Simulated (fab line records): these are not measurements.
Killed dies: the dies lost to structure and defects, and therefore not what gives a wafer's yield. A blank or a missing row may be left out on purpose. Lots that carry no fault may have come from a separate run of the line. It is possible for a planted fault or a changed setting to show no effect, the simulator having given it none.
fab line records ; flow n5-finfet ; part 2 of 2: steps 4 to 6 of 6
record: lots: 22; wafers: 66; last-day: 22
route steps=1938 shown BEOL_M8@1398 BEOL_M9@1422
lots with no fault: from the same line, run without faults
start-h: hours from the record's opening day to when the first of the lot's shown wafers began ; wait-h: hours from the lot's prior step to this one ; " same as the row above ; L1.1+2: several wafers, shown together as one row ; - no value, or no start given ; * or withheld: withheld ; < > ~ a bound
route shown NAME@n: NAME is a module with steps in the file, n the number in the route of the first one ; usual: mean and standard deviation over wafers with no fault ; same: alike in all rows ; chamber/n: place in a boat ; sites: per-site readings ; _std_site: their standard deviation ; _edge_site: the outer-site mean with the inner-site mean subtracted ; radius-mm: for every site, how far away it sits from the centre of the wafer ; mask NAME#n: copy n ; behind: the most recent tool/chamber to have shaped the wafer ; hold: what put the lot on hold/how long, in hours/how the hold closed ; device: which transistor (n, p or np) failed to switch ; end of line: the same wafers' tests at the end of the route ; where a step has no rows: the recipe by itself ; killed: the dies lost at the first sort to structure and to defects; this is not the yield of the wafer ; map: dies across one wafer; x = killed, . = not, _ = none there
set.NAME: the setting that was run; set.NAME@STEP: the one run at that earlier step ; model.NAME: the simulator's own value behind a step, which no gauge read
a sample of lots followed through the steps of the route, with each step as a table and each wafer as a row
services: the hour from which a tool's chamber was out of use, counted from the record's first day as start-h (under 0 if before that day), plus the number of hours and why
== steps ==
step: N5_BEOL_M9_STRIP_80
recipe: chemistry: N2/H2; time-s: 10; power-w: 450; temp-c: 40; pressure-mtorr: 20; rf-frequency-hz: 6e+07; bias-power-w: 7; n2-flow-sccm: 200; h2-flow-sccm: 200
usual: drypump-motor-current-A: 5.8/0.35; oes-product-au: 0.81/0.065; rf-vpp-V: 59.2/0.89; showerhead-plenum-p-Torr: 2.56/0.085; throttle-valve-pct: 23.63/0.23
lot.wafer;tool;chamber;start-h;wait-h;drypump-motor-current-A;oes-product-au;rf-hours-counter-h;rf-vpp-V;showerhead-plenum-p-Torr;throttle-valve-pct
L074.1;rie-diel-01;2;-;-;5.7;0.81;87;58.5;2.57;23.95
L074.3;rie-diel-01;0;-;-;5.4;0.90;26;61.0;2.49;23.60
L074.5;rie-diel-01;0;-;-;5.4;0.90;-;58.2;2.49;23.61
L075.2;rie-diel-06;1;-;-;6.3;0.90;35;58.9;2.49;23.67
L075.4;rie-diel-06;3;-;-;5.8;0.68;253;57.5;2.39;23.53
L075.5;rie-diel-06;2;-;-;5.5;0.78;-;59.5;2.55;23.42
L077.1;rie-diel-06;0;-;-;6.5;0.75;170;59.7;2.63;23.75
L077.4;rie-diel-06;2;-;-;5.5;0.78;-;59.0;2.55;23.42
L077.6;rie-diel-06;2;-;-;5.5;0.78;-;60.8;2.55;23.43
L076.4;rie-diel-03;0;-;-;6.0;0.83;66;59.5;2.47;23.75
L076.5;rie-diel-03;1;-;-;5.2;0.68;-;59.9;2.60;23.50
L076.6;rie-diel-03;2;-;-;5.9;0.80;-;58.9;2.57;23.72
L078.4;rie-diel-06;0;-;-;6.5;0.75;-;58.7;2.63;23.76
L078.5;rie-diel-06;2;-;-;5.5;0.77;-;59.0;2.55;23.43
L078.6;rie-diel-06;3;-;-;5.8;0.67;-;58.7;2.39;23.54
L079.1;rie-diel-06;3;-;-;5.8;0.67;260;59.8;2.39;23.52
L079.3;rie-diel-06;0;-;-;6.5;0.74;175;59.8;2.63;23.77
L079.4;rie-diel-06;0;-;-;6.5;0.75;-;59.0;2.63;23.76
L080.3;rie-diel-03;0;-;-;6.0;0.83;72;60.0;2.47;23.76
L080.4;rie-diel-03;3;-;-;6.2;0.78;-;57.6;2.44;23.29
L080.5;rie-diel-03;0;-;-;6.0;0.83;-;59.9;2.47;23.75
L081.1;rie-diel-01;3;-;-;6.1;0.85;70;59.2;2.58;23.54
L081.2;rie-diel-01;2;-;-;5.7;0.78;110;58.8;2.56;23.97
L081.4;rie-diel-01;0;-;-;5.4;0.87;53;59.5;2.48;23.63
L083.2;rie-diel-01;0;-;-;5.4;0.84;58;60.1;2.47;23.63
L083.3;rie-diel-01;2;-;-;5.7;0.78;115;57.7;2.56;23.98
L083.4;rie-diel-01;1;-;-;5.6;0.90;25;62.2;2.70;23.85
L084.4;rie-diel-01;3;-;-;6.1;0.84;76;59.8;2.58;23.55
L084.5;rie-diel-01;3;-;-;6.1;0.85;-;59.3;2.58;23.57
L084.6;rie-diel-01;0;-;-;5.4;0.85;-;59.7;2.47;23.65
L085.1;rie-diel-01;1;-;-;5.6;0.90;28;60.9;2.70;23.87
L085.2;rie-diel-01;2;-;-;5.7;0.78;117;59.1;2.55;23.98
L085.6;rie-diel-01;3;-;-;6.1;0.85;-;59.4;2.58;23.57
L086.3;rie-diel-06;0;-;-;6.5;0.72;194;59.7;2.62;23.77
L086.5;rie-diel-06;0;-;-;6.5;0.72;-;59.4;2.62;23.80
L086.6;rie-diel-06;3;-;-;5.8;0.92;-;59.3;2.71;23.18
L087.2;rie-diel-01;3;-;-;6.1;0.83;81;58.7;2.57;23.56
L087.4;rie-diel-01;0;-;-;5.4;0.84;64;59.5;2.47;23.67
L087.6;rie-diel-01;3;-;-;6.1;0.83;-;59.0;2.57;23.56
L090.3;rie-diel-03;1;-;-;5.2;0.92;17;61.1;2.59;23.19
L090.5;rie-diel-03;2;-;-;5.9;0.77;-;59.0;2.56;23.76
L090.6;rie-diel-03;1;-;-;5.2;0.92;-;60.5;2.59;23.20
L088.2;rie-diel-03;0;-;-;6.0;0.80;102;58.7;2.46;23.80
L088.5;rie-diel-03;3;-;-;6.1;0.76;-;58.0;2.43;23.32
L088.6;rie-diel-03;0;-;-;6.0;0.80;-;58.8;2.46;23.79
L095.4;rie-diel-03;0;-;-;6.0;0.79;105;57.7;2.46;23.79
L095.5;rie-diel-03;1;-;-;5.2;0.91;-;59.4;2.59;23.22
L095.6;rie-diel-03;2;-;-;5.9;0.76;-;59.1;2.56;23.76
L091.1;rie-diel-01;2;-;-;5.7;0.77;131;59.0;2.55;23.99
L091.2;rie-diel-01;1;-;-;5.6;0.88;41;59.5;2.70;23.90
L091.3;rie-diel-01;0;-;-;5.4;0.83;73;61.3;2.47;23.66
L092.1;rie-diel-03;0;-;-;6.0;0.80;109;58.6;2.45;23.80
L092.2;rie-diel-03;1;-;-;5.2;0.91;27;56.3;2.59;23.22
L092.5;rie-diel-03;3;-;-;6.2;0.74;-;56.6;2.42;23.36
L089.1;rie-diel-06;1;-;-;6.2;0.85;69;58.1;2.47;23.72
L089.2;rie-diel-06;0;-;-;6.5;0.72;207;59.2;2.62;23.79
L089.3;rie-diel-06;3;-;-;5.8;0.89;28;58.2;2.70;23.20
L093.1;rie-diel-01;0;-;-;5.4;0.82;80;59.0;2.46;23.66
L093.4;rie-diel-01;3;-;-;6.1;0.82;99;58.0;2.57;23.59
L093.5;rie-diel-01;1;-;-;5.6;0.87;-;60.8;2.69;23.89
L082.1;rie-diel-06;1;-;-;6.3;0.85;72;57.7;2.47;23.73
L082.3;rie-diel-06;3;-;-;5.8;0.89;31;60.9;2.70;23.21
L082.6;rie-diel-06;3;-;-;5.8;0.88;-;60.4;2.70;23.20
L096.3;rie-diel-01;1;-;-;5.6;0.86;50;59.5;2.69;23.88
L096.4;rie-diel-01;3;-;-;6.1;0.80;101;59.5;2.57;23.60
L096.6;rie-diel-01;2;-;-;5.7;0.76;-;58.7;2.54;23.99
step: N5_BEOL_M9_SURFACE_TREAT_79
recipe: gas: Ar; time-s: *; ion-energy-ev: *; ion-current-ma-cm2: 0.5; pressure-mtorr: *; ar-flow-sccm: 30
usual: throttle-valve-pct: *
lot.wafer;tool;chamber;start-h;wait-h;throttle-valve-pct
L074.1;pvd-sputter-01;-;233.29;0.2;*
L074.3;pvd-sputter-01;-;233.29;0.2;*
L074.5;pvd-sputter-01;-;233.29;0.2;*
L075.2;pvd-sputter-01;-;261.45;0.4;*
L075.4;pvd-sputter-01;-;261.45;0.4;*
L075.5;pvd-sputter-01;-;261.45;0.4;*
L077.1;pvd-sputter-01;-;275.26;0.7;*
L077.4;pvd-sputter-01;-;275.26;0.7;*
L077.6;pvd-sputter-01;-;275.26;0.7;*
L076.4;pvd-sputter-01;-;280.23;0.2;*
L076.5;pvd-sputter-01;-;280.23;0.2;*
L076.6;pvd-sputter-01;-;280.23;0.2;*
L078.4;pvd-sputter-01;-;291.50;0.3;*
L078.5;pvd-sputter-01;-;291.50;0.3;*
L078.6;pvd-sputter-01;-;291.50;0.3;*
L079.1;pvd-sputter-02;-;294.42;1.8;*
L079.3;pvd-sputter-02;-;294.42;1.8;*
L079.4;pvd-sputter-02;-;294.42;1.8;*
L080.3;pvd-sputter-01;-;303.29;0.2;*
L080.4;pvd-sputter-01;-;303.29;0.2;*
L080.5;pvd-sputter-01;-;303.29;0.2;*
L081.1;pvd-sputter-01;-;339.09;0.2;*
L081.2;pvd-sputter-01;-;339.09;0.2;*
L081.4;pvd-sputter-01;-;339.09;0.2;*
L083.2;pvd-sputter-03;-;361.36;0.2;*
L083.3;pvd-sputter-03;-;361.36;0.2;*
L083.4;pvd-sputter-03;-;361.36;0.2;*
L084.4;pvd-sputter-03;-;363.44;1.4;*
L084.5;pvd-sputter-03;-;363.44;1.4;*
L084.6;pvd-sputter-03;-;363.44;1.4;*
L085.1;pvd-sputter-01;-;373.33;0.2;*
L085.2;pvd-sputter-01;-;373.33;0.2;*
L085.6;pvd-sputter-01;-;373.33;0.2;*
L086.3;pvd-sputter-01;-;382.44;0.2;*
L086.5;pvd-sputter-01;-;382.44;0.2;*
L086.6;pvd-sputter-01;-;382.44;0.2;*
L087.2;pvd-sputter-01;-;390.48;0.2;*
L087.4;pvd-sputter-01;-;390.48;0.2;*
L087.6;pvd-sputter-01;-;390.48;0.2;*
L090.3;pvd-sputter-02;-;391.22;0.4;*
L090.5;pvd-sputter-02;-;391.22;0.4;*
L090.6;pvd-sputter-02;-;391.22;0.4;*
L088.2;pvd-sputter-02;-;405.92;0.3;*
L088.5;pvd-sputter-02;-;405.92;0.3;*
L088.6;pvd-sputter-02;-;405.92;0.3;*
L095.4;pvd-sputter-03;-;420.54;0.8;*
L095.5;pvd-sputter-03;-;420.54;0.8;*
L095.6;pvd-sputter-03;-;420.54;0.8;*
L091.1;pvd-sputter-01;-;424.27;1.5;*
L091.2;pvd-sputter-01;-;424.27;1.5;*
L091.3;pvd-sputter-01;-;424.27;1.5;*
L092.1;pvd-sputter-01;-;434.66;0.3;*
L092.2;pvd-sputter-01;-;434.66;0.3;*
L092.5;pvd-sputter-01;-;434.66;0.3;*
L089.1;pvd-sputter-03;-;441.74;0.2;*
L089.2;pvd-sputter-03;-;441.74;0.2;*
L089.3;pvd-sputter-03;-;441.74;0.2;*
L093.1;pvd-sputter-02;-;448.78;1.9;*
L093.4;pvd-sputter-02;-;448.78;1.9;*
L093.5;pvd-sputter-02;-;448.78;1.9;*
L082.1;pvd-sputter-02;-;452.71;0.3;*
L082.3;pvd-sputter-02;-;452.71;0.3;*
L082.6;pvd-sputter-02;-;452.71;0.3;*
L096.3;pvd-sputter-02;-;452.75;0.2;*
L096.4;pvd-sputter-02;-;452.75;0.2;*
L096.6;pvd-sputter-02;-;452.75;0.2;*
step: N5_BEOL_M9_CMP_52
recipe: stop-on: SiCOH_lowk; t-overpolish-s: 7; down-force-psi: 1; platen-rpm: 50; clearing-platen-down-force-psi: 1.5; clearing-platen-rpm: 50; post-cmp-clean: cu-alkaline; target-thk-nm: 140; clearing-platen-pad-velocity-m-s: 0.99484; pad-velocity-m-s: 0.99484
usual: barrier-field-endpoint-s: 29.1/0.6; motor-current-A: 6.2/0.7; overpolish-run-s: 6.998/0.0091; retaining-ring-pressure-frac: 1.000/0.0046; time-to-endpoint-s: 66.7/2.5
lot.wafer;tool;chamber;start-h;wait-h;barrier-field-endpoint-s;motor-current-A;overpolish-run-s;retaining-ring-pressure-frac;time-to-endpoint-s
L074.3;cmp-01;2;234.12;0.2;29.2;6.7;6.999;0.994;69.0
L074.1;cmp-01;3;234.12;0.2;30.2;6.6;6.990;1.002;70.9
L074.5;cmp-01;3;234.12;0.2;30.4;7.0;7.015;0.999;67.8
L075.4;cmp-01;0;262.17;0.1;29.2;6.2;7.011;1.003;68.7
L075.2;cmp-01;3;262.17;0.1;29.2;6.9;6.990;0.996;70.9
L075.5;cmp-01;0;262.17;0.1;29.1;6.2;6.991;1.010;64.5
L077.1;cmp-01;3;276.04;0.3;28.9;6.7;7.013;0.999;66.1
L077.4;cmp-01;1;276.04;0.3;28.4;4.6;6.986;1.001;67.1
L077.6;cmp-01;3;276.04;0.3;28.9;6.9;6.995;0.998;68.5
L076.4;cmp-04;0;280.93;0.1;29.4;5.7;6.996;0.997;64.2
L076.5;cmp-04;0;280.93;0.1;28.8;5.8;7.004;0.996;64.8
L076.6;cmp-04;1;280.93;0.1;28.8;7.2;7.001;0.993;66.9
L078.4;cmp-04;3;292.23;0.1;30.0;6.5;6.993;0.994;69.3
L078.5;cmp-04;3;292.23;0.1;30.4;6.7;6.996;1.001;68.4
L078.6;cmp-04;0;292.23;0.1;29.5;5.9;7.007;0.996;66.3
L079.4;cmp-01;0;295.20;0.1;28.5;6.4;6.987;1.007;69.7
L079.1;cmp-01;2;295.20;0.1;28.6;6.9;7.017;1.004;65.8
L079.3;cmp-01;3;295.20;0.1;28.7;7.1;6.989;0.999;66.1
L080.3;cmp-02;3;304.45;0.6;28.2;5.0;7.002;0.999;64.7
L080.4;cmp-02;1;304.45;0.6;29.3;6.1;6.993;1.005;66.5
L080.5;cmp-02;3;304.45;0.6;28.5;5.0;7.001;1.001;64.1
L081.4;cmp-04;2;339.98;0.1;29.0;6.1;7.008;0.986;67.3
L081.1;cmp-04;0;339.98;0.1;28.9;5.9;6.998;0.997;64.5
L081.2;cmp-04;1;339.98;0.1;29.2;7.2;6.998;1.014;67.1
L083.4;cmp-04;0;362.36;0.1;28.3;6.0;6.995;0.995;66.9
L083.3;cmp-04;1;362.36;0.1;28.7;6.8;6.991;1.004;67.0
L083.2;cmp-04;2;362.36;0.1;29.0;5.8;6.994;1.001;70.5
L084.4;cmp-02;1;364.95;0.2;29.4;6.3;7.001;0.995;69.4
L084.6;cmp-02;2;364.95;0.2;29.0;6.8;7.007;1.003;66.7
L084.5;cmp-02;3;364.95;0.2;29.2;5.2;7.003;1.000;67.1
L085.2;cmp-02;2;374.53;0.2;28.4;6.6;6.983;0.996;61.5
L085.1;cmp-02;1;374.53;0.2;28.7;6.1;6.987;1.009;66.8
L085.6;cmp-02;2;374.53;0.2;28.8;6.9;6.988;1.003;61.7
L086.3;cmp-04;3;383.48;0.2;27.9;6.5;7.004;0.997;65.9
L086.6;cmp-04;2;383.48;0.2;29.1;5.9;6.994;1.000;66.7
L086.5;cmp-04;3;383.48;0.2;29.0;6.6;7.007;0.994;68.2
L087.2;cmp-01;1;391.23;0.2;29.6;4.5;7.013;1.000;67.9
L087.4;cmp-01;3;391.23;0.2;30.1;6.7;7.005;1.004;66.2
L087.6;cmp-01;0;391.23;0.2;29.6;6.4;6.999;1.006;66.5
L090.3;cmp-04;0;394.89;0.2;29.2;6.1;7.007;0.995;68.0
L090.5;cmp-04;2;394.89;0.2;29.6;5.9;7.008;0.999;68.5
L090.6;cmp-04;3;394.89;0.2;30.4;6.6;7.011;1.007;69.2
L088.2;cmp-02;1;406.67;0.2;29.2;6.3;6.980;0.994;68.2
L088.6;cmp-02;0;406.67;0.2;28.9;6.0;6.987;0.998;67.5
L088.5;cmp-02;1;406.67;0.2;29.8;6.2;7.012;0.991;69.8
L095.4;cmp-01;3;421.54;0.1;28.6;6.8;6.996;1.003;67.2
L095.6;cmp-01;3;421.54;0.1;28.2;6.6;6.984;1.001;65.3
L095.5;cmp-01;0;421.54;0.1;28.4;6.3;6.997;1.003;62.5
L091.3;cmp-04;1;425.17;0.2;29.3;6.9;7.001;0.992;67.2
L091.2;cmp-04;3;425.17;0.2;29.8;6.7;7.012;1.001;67.3
L091.1;cmp-04;0;425.17;0.2;28.5;5.6;7.002;1.000;66.7
L092.1;cmp-04;0;435.75;0.3;28.6;5.9;6.994;0.997;64.8
L092.2;cmp-04;2;435.75;0.3;29.8;6.0;7.010;0.999;67.4
L092.5;cmp-04;0;435.75;0.3;28.9;5.9;6.996;1.000;66.6
L089.3;cmp-02;1;442.73;0.2;28.5;6.3;6.999;1.002;66.2
L089.1;cmp-02;2;442.73;0.2;28.4;7.0;7.012;0.999;65.0
L089.2;cmp-02;3;442.73;0.2;28.4;5.1;7.005;0.999;63.6
L093.4;cmp-04;1;449.55;0.1;29.0;7.2;7.007;0.999;69.4
L093.1;cmp-04;2;449.55;0.1;28.1;5.9;6.998;1.001;66.1
L093.5;cmp-04;1;449.55;0.1;28.8;7.3;6.971;0.997;66.8
L082.3;cmp-04;3;453.49;0.2;29.0;6.7;6.997;1.006;66.1
L082.1;cmp-04;1;453.49;0.2;28.9;7.0;7.016;0.996;65.5
L082.6;cmp-04;0;453.49;0.2;29.7;5.6;7.001;0.995;65.0
L096.4;cmp-02;1;453.85;0.1;28.9;6.7;6.995;1.003;62.6
L096.3;cmp-02;0;453.85;0.1;27.8;6.2;7.007;0.997;59.1
L096.6;cmp-02;1;453.85;0.1;29.1;6.5;6.992;0.993;63.9
== services ==
tool;chamber;start-h;hours;kind
rie-diel-01;2;208.89;1.8;repair
cmp-02;-;215.05;3.4;repair
rie-metal-02;0;219.53;1.3;repair
rie-diel-01;-;225.35;2.8;pm
rie-metal-01;-;228.73;0.3;repair
cmp-04;-;233.46;4.0;pm
rie-diel-01;2;254.21;11.8;repair
rie-metal-02;-;259.57;1.4;pm
cmp-04;-;264.82;0.8;repair
rie-diel-06;3;270.58;2.7;repair
pecvd-02;0;274.67;30.8;repair
cmp-04;-;288.21;0.8;repair
rie-metal-02;1;291.93;7.4;repair
rie-metal-01;-;300.39;1.4;pm
cmp-04;-;303.73;2.6;repair
rie-diel-01;0;323.77;1.3;repair
pecvd-02;2;337.97;16.0;repair
pecvd-02;2;355.96;3.8;repair
rie-metal-01;-;405.32;0.6;repair
cmp-04;-;410.30;0.6;repair
rie-diel-01;-;424.75;0.6;repair
cmp-04;-;435.98;3.0;pm
pvd-sputter-01;-;437.04;27.5;repair
cmp-04;-;453.98;4.5;repair
